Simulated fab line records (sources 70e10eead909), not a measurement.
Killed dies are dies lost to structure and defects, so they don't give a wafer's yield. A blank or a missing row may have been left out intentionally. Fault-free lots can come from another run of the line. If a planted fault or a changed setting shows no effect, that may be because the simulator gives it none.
fab line records	flow nand_harc
[record] lots = 14	wafers = 42	last_day = 33
route steps=1302 shown A_ONON_D2@566 A_CHANNEL_HOLE_D2@579
lots untouched by any fault: they come from a run of this same line in which no faults occurred
start_h: start of the lot's first displayed wafer, in hours after the record's first day	wait_h: how many hours have passed since the lot's step before this one	" as in the row above	L1.1+2: one row covering several wafers at once	- no value present, or no start provided	* or withheld: withheld	< > ~ a bound
route shown NAME@n: a module of which the file shows steps, and the number in the route of the first	usual: mean/standard deviation of fault-free wafers	same: alike in all rows	chamber/n: place in a boat	sites: the reading at each site	_std_site: standard deviation of those values	_edge_site: mean of outer sites minus mean of inner sites	radius_mm: for every site, how far away it sits from the centre of the wafer	mask NAME#n: copy n	behind: the last tool/chamber to shape the wafer	hold: why the lot went on hold/how many hours it stayed there/how the hold came to an end	device: names the non-switching transistor (n, p or np)	end of line: tests run on the same wafers once the route is complete	for a step that has no rows: nothing shown but its recipe	killed: dies lost to structure and defects at the first sort, not the wafer's yield	map: a wafer's dies, marking killed ones x, the rest . and places with no die _
set.NAME: the setting as run; set.NAME@STEP: as run at that earlier step	model.NAME: the simulator's own value behind a step, which no gauge read
one table for each step of the route and one row for each wafer, over a sample of lots
services: the hour from which a tool's chamber was out of use, counted from the record's first day as start_h (under 0 if before that day), plus the number of hours and why
[[steps]]
[step NHARC_A_ONON_D2_DEP_33]
[recipe] target_thk_a = 2000	temp_c = 400	pressure_torr = 6.5	rf_w = 900	teos_flow_sccm = 161.4	flow_sccm = 2650	target_thk_nm = 200	gas = O2	material = SiO2
[usual] heater_power_w = 588/77	throttle_valve_pct = 15.7/0.56
lot.wafer	tool	chamber	start_h	wait_h	heater_power_w	throttle_valve_pct
L817.3	pecvd-04	2	271.68	0.1	635	15.3
L817.4	"	0	"	"	492	16.2
L817.5	"	1	"	"	628	15.6
L820.3	pecvd-02	1	286.16	0.1	529	15.3
L820.6	"	2	"	"	669	16.2
L820.5	"	0	"	"	732	14.8
L819.3	pecvd-04	1	291.25	0.1	633	15.5
L819.1	"	0	"	"	506	16.2
L819.5	"	1	"	"	657	15.5
L821.2	pecvd-01	1	314.99	0.1	522	15.8
L821.1	"	2	"	"	515	16.1
L821.5	"	2	"	"	548	15.8
L823.3	pecvd-02	0	320.14	0.1	697	14.9
L823.6	"	1	"	"	576	15.3
L823.5	"	2	"	"	677	16.0
L825.2	pecvd-01	0	340.46	0.1	548	14.6
L825.3	"	0	"	"	563	14.6
L825.4	"	1	"	"	628	16.0
L824.1	pecvd-04	1	340.49	0.1	638	16.0
L824.6	"	0	"	"	462	16.4
L824.4	"	2	"	"	633	15.3
L826.2	pecvd-02	2	354.80	0.1	736	16.2
L826.1	"	0	"	"	706	14.9
L826.6	"	2	"	"	719	16.3
L829.1	pecvd-02	1	372.96	0.1	572	15.5
L829.2	"	2	"	"	665	16.0
L829.6	"	0	"	"	680	15.2
L830.1	pecvd-01	0	384.42	0.1	523	14.4
L830.2	"	2	"	"	587	16.0
L830.5	"	2	"	"	581	16.4
L836.2	pecvd-04	0	447.53	0.4	509	15.9
L836.6	"	2	"	"	620	15.6
L836.5	"	0	"	"	509	15.9
L838.2	pecvd-04	0	474.13	0.1	569	16.2
L838.3	"	2	"	"	654	15.7
L838.6	"	1	"	"	541	15.4
L839.1	pecvd-01	2	481.07	0.1	512	16.0
L839.3	"	1	"	"	540	15.8
L839.4	"	1	"	"	544	16.1
L840.3	pecvd-04	0	488.80	0.1	582	16.1
L840.1	"	1	"	"	619	15.9
L840.6	"	2	"	"	545	15.7
[step NHARC_A_ONON_D2_THK_MEAS_34]
[recipe] thk_meas_gauge = ellipsometry
[usual] thk_nm = 199.2/2.8
lot.wafer	tool	chamber	start_h	wait_h	thk_nm
L817.3	film_metro-02	-	272.01	-	197.4
L817.4	"	-	"	"	198.4
L817.5	"	-	"	"	196.6
L820.3	film_metro-02	-	286.58	-	199.2
L820.5	"	-	"	"	202.2
L820.6	"	-	"	"	204.2
L819.1	film_metro-02	-	291.67	-	201.2
L819.3	"	-	"	"	196.3
L819.5	"	-	"	"	200.0
L821.1	film_metro-01	-	315.40	-	195.5
L821.2	"	-	"	"	197.3
L821.5	"	-	"	"	198.3
L823.3	film_metro-01	-	320.56	-	196.8
L823.5	"	-	"	"	198.6
L823.6	"	-	"	"	197.6
L824.1	film_metro-01	-	340.85	-	197.8
L824.4	"	-	"	"	203.6
L824.6	"	-	"	"	199.0
L825.2	film_metro-02	-	341.01	0.5	200.2
L825.3	"	-	"	"	202.2
L825.4	"	-	"	"	198.5
L826.1	film_metro-01	-	355.21	-	196.0
L826.2	"	-	"	"	193.6
L826.6	"	-	"	"	200.1
L829.1	film_metro-02	-	373.33	-	201.3
L829.2	"	-	"	"	198.0
L829.6	"	-	"	"	203.1
L830.1	film_metro-02	-	384.83	-	201.1
L830.2	"	-	"	"	193.6
L830.5	"	-	"	"	203.5
L836.2	film_metro-02	-	447.85	-	197.3
L836.5	"	-	"	"	196.5
L836.6	"	-	"	"	199.1
L838.2	film_metro-02	-	474.54	-	196.3
L838.3	"	-	"	"	196.6
L838.6	"	-	"	"	200.8
L839.1	film_metro-02	-	481.49	-	197.1
L839.3	"	-	"	"	195.8
L839.4	"	-	"	"	199.9
L840.1	film_metro-01	-	489.20	-	193.4
L840.3	"	-	"	"	195.2
L840.6	"	-	"	"	199.8
[step NHARC_A_CHANNEL_HOLE_D2_EXPOSE_07]
[recipe] na = 1.35	target_cd_nm = 100	sigma_outer = 0.3	dose_mj = 59.65	mask_id = HOLE_D2
[usual] exposure_dose_mJ_cm2 = 60.0/0.48
lot.wafer	tool	chamber	start_h	wait_h	mask	exposure_dose_mJ_cm2
L817.3	arfi_scanner-01	0	277.45	-	HOLE_D2#0	60.6
L817.4	"	0	"	"	HOLE_D2#0	60.6
L817.5	"	0	"	"	HOLE_D2#0	60.6
L820.3	arfi_scanner-01	0	290.79	-	HOLE_D2#0	60.6
L820.5	"	0	"	"	HOLE_D2#0	60.6
L820.6	"	0	"	"	HOLE_D2#0	60.7
L819.1	arfi_scanner-01	0	294.18	-	HOLE_D2#0	60.6
L819.3	"	0	"	"	HOLE_D2#0	60.7
L819.5	"	0	"	"	HOLE_D2#0	60.6
L821.1	arfi_scanner-02	0	321.53	-	HOLE_D2#0	59.6
L821.2	"	0	"	"	HOLE_D2#0	59.6
L821.5	"	0	"	"	HOLE_D2#0	59.6
L823.3	arfi_scanner-02	0	323.40	-	HOLE_D2#0	59.6
L823.5	"	0	"	"	HOLE_D2#0	59.7
L823.6	"	0	"	"	HOLE_D2#0	59.5
L824.1	arfi_scanner-02	0	346.59	-	HOLE_D2#0	59.6
L824.4	"	0	"	"	HOLE_D2#0	59.6
L824.6	"	0	"	"	HOLE_D2#0	59.6
L825.2	arfi_scanner-01	0	346.75	-	HOLE_D2#0	60.6
L825.3	"	0	"	"	HOLE_D2#0	60.7
L825.4	"	0	"	"	HOLE_D2#0	60.7
L826.1	arfi_scanner-01	0	363.31	-	HOLE_D2#0	60.8
L826.2	"	0	"	"	HOLE_D2#0	60.6
L826.6	"	0	"	"	HOLE_D2#0	60.7
L829.1	arfi_scanner-01	0	376.56	-	HOLE_D2#0	35.9
L829.2	"	0	"	"	HOLE_D2#0	35.9
L829.6	"	0	"	"	HOLE_D2#0	35.9
L830.1	arfi_scanner-01	0	387.68	-	HOLE_D2#0	41.0
L830.2	"	0	"	"	HOLE_D2#0	40.9
L830.5	"	0	"	"	HOLE_D2#0	40.9
L836.2	arfi_scanner-03	0	450.52	-	HOLE_D2#0	60.1
L836.5	"	0	"	"	HOLE_D2#0	60.2
L836.6	"	0	"	"	HOLE_D2#0	60.2
L838.2	arfi_scanner-03	0	478.77	-	HOLE_D2#0	60.3
L838.3	"	0	"	"	HOLE_D2#0	60.2
L838.6	"	0	"	"	HOLE_D2#0	60.2
L839.1	arfi_scanner-03	0	489.79	-	HOLE_D2#0	60.2
L839.3	"	0	"	"	HOLE_D2#0	60.3
L839.4	"	0	"	"	HOLE_D2#0	60.3
L840.1	arfi_scanner-02	0	491.81	-	HOLE_D2#0	59.5
L840.3	"	0	"	"	HOLE_D2#0	59.6
L840.6	"	0	"	"	HOLE_D2#0	59.7
[step NHARC_A_CHANNEL_HOLE_D2_CD_MEAS_10]
[recipe] target_cd_nm = 100	landing_energy_ev = 500
[usual] cd_nm = 100.0/0.41
lot.wafer	tool	chamber	start_h	wait_h	cd_nm
L817.3	cd_sem-01	0	277.58	-	100.3
L817.4	"	0	"	"	100.1
L817.5	"	0	"	"	99.9
L820.3	cd_sem-01	0	290.92	-	100.1
L820.5	"	0	"	"	100.8
L820.6	"	0	"	"	99.5
L819.1	cd_sem-03	0	294.32	-	100.3
L819.3	"	0	"	"	100.3
L819.5	"	0	"	"	100.7
L821.1	cd_sem-01	0	321.67	-	100.4
L821.2	"	0	"	"	99.6
L821.5	"	0	"	"	100.1
L823.3	cd_sem-01	0	323.54	-	100.2
L823.5	"	0	"	"	99.9
L823.6	"	0	"	"	99.7
L824.1	cd_sem-01	0	346.73	-	100.6
L824.4	"	0	"	"	100.7
L824.6	"	0	"	"	101.4
L825.2	cd_sem-03	0	346.89	-	99.2
L825.3	"	0	"	"	99.9
L825.4	"	0	"	"	99.1
L826.1	cd_sem-02	0	363.44	-	99.9
L826.2	"	0	"	"	100.1
L826.6	"	0	"	"	100.1
L829.1	cd_sem-01	0	376.70	-	74.1
L829.2	"	0	"	"	74.7
L829.6	"	0	"	"	74.3
L830.1	cd_sem-02	0	387.81	-	80.4
L830.2	"	0	"	"	79.8
L830.5	"	0	"	"	79.5
L836.2	cd_sem-01	0	450.66	-	100.3
L836.5	"	0	"	"	99.9
L836.6	"	0	"	"	99.8
L838.2	cd_sem-03	0	478.91	-	100.0
L838.3	"	0	"	"	99.7
L838.6	"	0	"	"	99.8
L839.1	cd_sem-02	0	489.93	-	100.6
L839.3	"	0	"	"	100.4
L839.4	"	0	"	"	100.2
L840.1	cd_sem-02	0	491.95	-	99.9
L840.3	"	0	"	"	99.3
L840.6	"	0	"	"	100.1
[step NHARC_A_CHANNEL_HOLE_D2_ETCH_34]
[recipe] target_depth_a = 1540	time_s = 77	cf4_flow_sccm = 100	chf3_flow_sccm = 30	ar_flow_sccm = 0	rf_w = 500	bias_w = 200	chemistry = CF4/CHF3
[usual] drypump_motor_current_A = 5.8/0.41	oes_product_au = 0.961/0.02	rf_vpp_V = 371.4/2.1	showerhead_plenum_p_Torr = 1.60/0.055	throttle_valve_pct = 16.804/0.0087
[same] time_s = 77
lot.wafer	tool	chamber	start_h	wait_h	drypump_motor_current_A	oes_product_au	rf_hours_counter_h	rf_vpp_V	showerhead_plenum_p_Torr	throttle_valve_pct
L817.4	rie_diel-10	3	-	-	5.7	0.940	2.8	375.4	1.68	16.786
L817.3	"	1	"	"	5.0	0.937	2.8	370.7	1.56	16.794
L817.5	"	0	"	"	6.2	0.944	-	373.2	1.65	16.800
L820.3	rie_diel-11	3	-	-	5.3	0.928	2.8	373.9	1.68	16.810
L820.6	"	0	"	"	5.7	0.927	-	372.8	1.61	16.806
L820.5	"	1	"	"	6.0	0.924	-	371.2	1.57	16.801
L819.3	rie_diel-12	0	-	-	6.7	0.972	2.4	369.3	1.54	16.802
L819.1	"	3	"	"	6.3	0.977	2.8	370.4	1.59	16.795
L819.5	"	1	"	"	5.6	0.965	-	368.5	1.53	16.800
L821.2	rie_diel-10	0	-	-	6.2	0.961	5.2	372.8	1.65	16.811
L821.1	"	2	"	"	6.0	0.990	6.0	369.4	1.51	16.806
L821.5	"	0	"	"	6.2	0.969	-	374.5	1.65	16.799
L823.3	rie_diel-11	1	-	-	6.0	0.971	5.1	371.5	1.57	16.793
L823.6	"	3	"	"	5.3	0.985	-	374.1	1.68	16.803
L823.5	"	0	"	"	5.7	0.995	-	373.0	1.61	16.812
L824.4	rie_diel-11	2	-	-	5.8	0.962	5.9	372.4	1.61	16.815
L824.1	"	1	"	"	6.0	0.968	6.4	370.3	1.57	16.807
L824.6	"	3	"	"	5.3	0.979	-	373.2	1.68	16.797
L825.2	rie_diel-10	3	-	-	5.7	0.967	8.4	374.8	1.68	16.811
L825.3	"	0	"	"	6.2	0.983	7.6	373.6	1.65	16.805
L825.4	"	1	"	"	5.0	0.984	7.1	370.1	1.56	16.791
L826.2	rie_diel-11	3	-	-	5.3	0.939	6.7	372.8	1.68	16.826
L826.1	"	1	"	"	6.0	0.944	7.3	370.4	1.57	16.792
L826.6	"	2	"	"	5.8	0.937	-	371.7	1.61	16.794
L829.2	rie_diel-12	3	-	-	6.3	0.927	7.2	369.7	1.59	16.808
L829.1	"	0	"	"	6.7	0.921	5.9	369.8	1.54	16.790
L829.6	"	2	"	"	5.8	0.923	-	371.7	1.61	16.812
L830.2	rie_diel-10	1	-	-	5.0	0.918	9.6	370.2	1.56	16.800
L830.1	"	3	"	"	5.8	0.923	11.1	373.9	1.68	16.808
L830.5	"	0	"	"	6.2	0.926	-	374.6	1.65	16.790
L836.2	rie_diel-12	1	-	-	5.6	0.975	2.0	368.9	1.53	16.806
L836.5	"	3	"	"	6.3	0.979	-	370.2	1.59	16.797
L836.6	"	0	"	"	6.6	0.968	-	369.3	1.54	16.809
L838.3	rie_diel-10	2	-	-	6.1	0.929	4.1	368.5	1.51	16.803
L838.2	"	0	"	"	6.2	0.921	3.8	372.9	1.65	16.806
L838.6	"	2	"	"	6.1	0.923	-	369.4	1.51	16.804
L839.4	rie_diel-12	2	-	-	5.7	0.973	3.9	372.0	1.61	16.809
L839.3	"	3	"	"	6.3	0.963	3.3	372.4	1.59	16.795
L839.1	"	0	"	"	6.7	0.956	3.8	370.1	1.54	16.796
L840.1	rie_diel-10	1	-	-	5.0	0.982	5.4	368.3	1.56	16.798
L840.3	"	0	"	"	6.2	0.964	4.5	372.1	1.65	16.810
L840.6	"	2	"	"	6.0	0.975	-	369.1	1.51	16.807
[step NHARC_A_CHANNEL_HOLE_D2_CD_MEAS_18]
[usual] cd_nm = 99.6/1.5
lot.wafer	tool	chamber	start_h	wait_h	cd_nm
L817.3	cd_sem-02	-	278.87	-	99.2
L817.4	"	-	"	"	98.2
L817.5	"	-	"	"	98.6
L820.3	cd_sem-01	-	292.22	-	96.7
L820.5	"	-	"	"	99.4
L820.6	"	-	"	"	98.0
L819.1	cd_sem-02	-	295.62	-	99.9
L819.3	"	-	"	"	97.8
L819.5	"	-	"	"	99.8
L821.1	cd_sem-01	-	322.97	-	98.1
L821.2	"	-	"	"	98.5
L821.5	"	-	"	"	98.2
L823.3	cd_sem-01	-	324.84	-	99.6
L823.5	"	-	"	"	98.1
L823.6	"	-	"	"	100.9
L824.1	cd_sem-02	-	348.03	-	98.5
L824.4	"	-	"	"	100.4
L824.6	"	-	"	"	99.1
L825.2	cd_sem-03	-	348.18	-	97.6
L825.3	"	-	"	"	97.3
L825.4	"	-	"	"	101.2
L826.1	cd_sem-03	-	364.73	-	98.1
L826.2	"	-	"	"	99.8
L826.6	"	-	"	"	98.8
L829.1	cd_sem-02	-	378.07	-	73.2
L829.2	"	-	"	"	72.4
L829.6	"	-	"	"	73.5
L830.1	cd_sem-01	-	389.11	-	77.6
L830.2	"	-	"	"	79.4
L830.5	"	-	"	"	80.2
L836.2	cd_sem-01	-	451.95	-	101.8
L836.5	"	-	"	"	100.9
L836.6	"	-	"	"	101.6
L838.2	cd_sem-03	-	480.19	-	97.6
L838.3	"	-	"	"	100.0
L838.6	"	-	"	"	98.2
L839.1	cd_sem-03	-	491.22	-	101.5
L839.3	"	-	"	"	101.9
L839.4	"	-	"	"	101.1
L840.1	cd_sem-03	-	493.24	-	102.9
L840.3	"	-	"	"	100.9
L840.6	"	-	"	"	103.9
[step NHARC_A_CHANNEL_HOLE_D2_CD_MEAS_31]
[usual] cd_nm = 89.7/0.9
lot.wafer	tool	chamber	start_h	wait_h	cd_nm
L817.3	cd_sem-02	-	284.44	-	90.8
L817.4	"	-	"	"	89.0
L817.5	"	-	"	"	89.8
L820.3	cd_sem-02	-	297.83	-	89.4
L820.5	"	-	"	"	89.8
L820.6	"	-	"	"	88.4
L819.1	cd_sem-03	-	301.19	-	89.3
L819.3	"	-	"	"	88.8
L819.5	"	-	"	"	88.8
L821.1	cd_sem-02	-	328.55	-	89.5
L821.2	"	-	"	"	89.5
L821.5	"	-	"	"	89.6
L823.3	cd_sem-01	-	332.72	-	91.2
L823.5	"	-	"	"	90.5
L823.6	"	-	"	"	90.2
L824.1	cd_sem-02	-	353.63	-	91.4
L824.4	"	-	"	"	89.8
L824.6	"	-	"	"	92.1
L825.2	cd_sem-01	-	355.50	-	88.2
L825.3	"	-	"	"	87.6
L825.4	"	-	"	"	88.9
L826.1	cd_sem-03	-	373.46	-	88.7
L826.2	"	-	"	"	90.7
L826.6	"	-	"	"	90.4
L829.1	cd_sem-02	-	384.92	-	63.9
L829.2	"	-	"	"	65.1
L829.6	"	-	"	"	64.2
L830.1	cd_sem-02	-	396.83	-	70.3
L830.2	"	-	"	"	69.3
L830.5	"	-	"	"	70.9
L836.2	cd_sem-03	-	458.70	-	89.2
L836.5	"	-	"	"	89.1
L836.6	"	-	"	"	90.5
L838.2	cd_sem-03	-	488.17	-	91.1
L838.3	"	-	"	"	91.1
L838.6	"	-	"	"	90.9
L839.1	cd_sem-02	-	496.98	-	88.4
L839.3	"	-	"	"	89.1
L839.4	"	-	"	"	89.0
L840.1	cd_sem-03	-	498.98	-	89.7
L840.3	"	-	"	"	89.6
L840.6	"	-	"	"	88.9
[step NHARC_A_CHANNEL_HOLE_D2_XSEM_32]
[recipe] landing_energy_ev = 35000
[usual] bot_cd_nm = 74.3/1.1	bow_nm = 8.62/0.3	tilt_deg = 0.07/0.038
lot.wafer	tool	chamber	start_h	wait_h	bot_cd_nm	bow_nm	tilt_deg
L817.3	xsem-02	0	284.54	0.1	75.6	8.80	0.05
L817.4	"	0	"	"	73.7	8.73	0.05
L817.5	"	0	"	"	74.2	8.76	0.05
L820.3	xsem-02	0	297.94	0.1	74.2	8.56	0.05
L820.5	"	0	"	"	75.1	8.72	0.05
L820.6	"	0	"	"	74.0	8.71	0.05
L819.1	xsem-01	0	301.27	0.1	73.6	8.87	0.09
L819.3	"	0	"	"	72.6	8.94	0.09
L819.5	"	0	"	"	74.2	8.97	0.09
L821.1	xsem-01	0	328.64	0.1	74.1	8.48	0.06
L821.2	"	0	"	"	74.2	8.49	0.06
L821.5	"	0	"	"	74.8	8.46	0.06
L823.3	xsem-01	0	332.81	0.1	76.0	8.73	0.02
L823.5	"	0	"	"	75.6	8.75	0.03
L823.6	"	0	"	"	75.7	8.71	0.03
L824.1	xsem-02	0	353.72	0.1	75.7	9.16	0.12
L824.4	"	0	"	"	73.9	9.23	0.12
L824.6	"	0	"	"	76.3	9.21	0.11
L825.2	xsem-02	0	355.60	0.1	72.4	9.12	0.06
L825.3	"	0	"	"	71.6	9.04	0.06
L825.4	"	0	"	"	73.3	9.11	0.07
L826.1	xsem-02	0	373.55	0.1	72.0	8.37	0.07
L826.2	"	0	"	"	73.7	8.39	0.07
L826.6	"	0	"	"	73.0	8.39	0.07
L829.1	xsem-02	0	385.01	0.1	48.5	8.50	0.12
L829.2	"	0	"	"	49.9	8.48	0.12
L829.6	"	0	"	"	48.9	8.40	0.12
L830.1	xsem-01	0	396.92	0.1	54.5	8.33	0.12
L830.2	"	0	"	"	53.6	8.25	0.12
L830.5	"	0	"	"	55.3	8.24	0.12
L836.2	xsem-02	0	458.79	0.1	74.3	8.21	0.02
L836.5	"	0	"	"	73.2	8.23	0.02
L836.6	"	0	"	"	75.2	8.17	0.01
L838.2	xsem-01	0	488.25	0.1	75.0	8.43	0.16
L838.3	"	0	"	"	75.7	8.42	0.16
L838.6	"	0	"	"	75.8	8.44	0.16
L839.1	xsem-02	0	497.07	0.1	73.0	8.24	0.07
L839.3	"	0	"	"	73.7	8.15	0.07
L839.4	"	0	"	"	73.9	8.20	0.07
L840.1	xsem-01	0	499.07	0.1	74.4	8.52	0.11
L840.3	"	0	"	"	74.2	8.56	0.11
L840.6	"	0	"	"	74.3	8.57	0.12
[[services]]
tool	chamber	start_h	hours	kind
rie_diel-12	3	253.05	2.1	repair
pecvd-02	2	255.07	2.4	repair
rie_diel-12	0	274.54	6.6	repair
pecvd-01	-	287.00	13.0	pm
arfi_scanner-02	-	288.00	4.0	pm
rie_diel-10	3	307.66	5.8	repair
pecvd-01	2	330.72	13.1	repair
pecvd-02	2	336.57	6.4	repair
pecvd-02	-	342.91	0.6	repair
xsem-01	-	350.00	14.0	pm
rie_diel-11	-	358.20	1.2	repair
rie_diel-12	0	370.86	6.4	repair
pecvd-04	-	377.07	0.5	repair
pecvd-04	2	378.16	5.4	repair
pecvd-02	-	384.00	13.0	pm
pecvd-04	-	392.18	0.6	repair
rie_diel-11	1	393.85	5.9	repair
rie_diel-10	-	395.81	9.0	pm
arfi_scanner-01	-	400.00	4.0	pm
rie_diel-10	1	414.03	4.6	repair
pecvd-04	-	420.34	1.2	repair
rie_diel-10	0	421.79	16.5	repair
pecvd-04	1	424.94	8.1	repair
pecvd-04	-	426.23	13.0	pm
[[key]]
[first_sign] step = NHARC_A_CHANNEL_HOLE_D2_EXPOSE_07	reading = exposure_dose_mJ_cm2	direction = down	sigmas = 45	usual = 60.0	struck = 38.4
[effect] step = NHARC_A_CHANNEL_HOLE_D2_CD_MEAS_10	reading = cd_nm	direction = down	sigmas = 56	usual = 100.0	struck = 77.1	through = control_loop
[effect] step = NHARC_A_CHANNEL_HOLE_D2_CD_MEAS_18	reading = cd_nm	direction = down	sigmas = 15	usual = 99.6	struck = 76.0	through = control_loop
[effect] step = NHARC_A_CHANNEL_HOLE_D2_CD_MEAS_31	reading = cd_nm	direction = down	sigmas = 25	usual = 89.7	struck = 67.3	through = control_loop
[effect] step = NHARC_A_CHANNEL_HOLE_D2_XSEM_32	reading = bot_cd_nm	direction = down	sigmas = 21	usual = 74.3	struck = 51.8	through = control_loop
met_at NHARC_A_CHANNEL_HOLE_D2_EXPOSE_07
struck_lots L829,L830
later_rows_left_out L829.1,L829.2,L829.6,L830.1,L830.2,L830.5
sort_left_out L829.1,L829.2,L829.6,L830.1,L830.2,L830.5
tester_left_out L829,L830
[loop_trim] step = NHARC_A_CHANNEL_HOLE_D2_EXPOSE_07	setting = dose	lots = L830
not_acting_at NHARC_A_ONON_D2_DEP_33,NHARC_A_ONON_D2_THK_MEAS_34,NHARC_A_CHANNEL_HOLE_D2_ETCH_34
onset_between 363.31 376.56
[fault] kind = process_parameter_drift	tool = arfi_scanner-01	chamber = -	onset_h = 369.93	steps = NHARC_A_CHANNEL_HOLE_D2_EXPOSE_07	channel = dose_mj	offset = -24.69	shape = step	acts_in = these_recipes_only	stated = 59.65
// tester_left_out: of these lots the tester's yield and bins aren't shown, on N5 and GAA mostly nor the transistor test; their killed dies are dies lost to structure and defects alone, not to doping, threshold or leakage, so they don't give the yield
// sort_left_out: the simulated sort isn't trusted on such a fault, so these wafers' sort isn't shown, and their yield isn't known
// later_rows_left_out: the simulator's readings of these wafers behind a module that went badly wrong aren't trusted and aren't shown, but for the sort
// loop_trim: a control loop set the setting to another value than it would have without faults
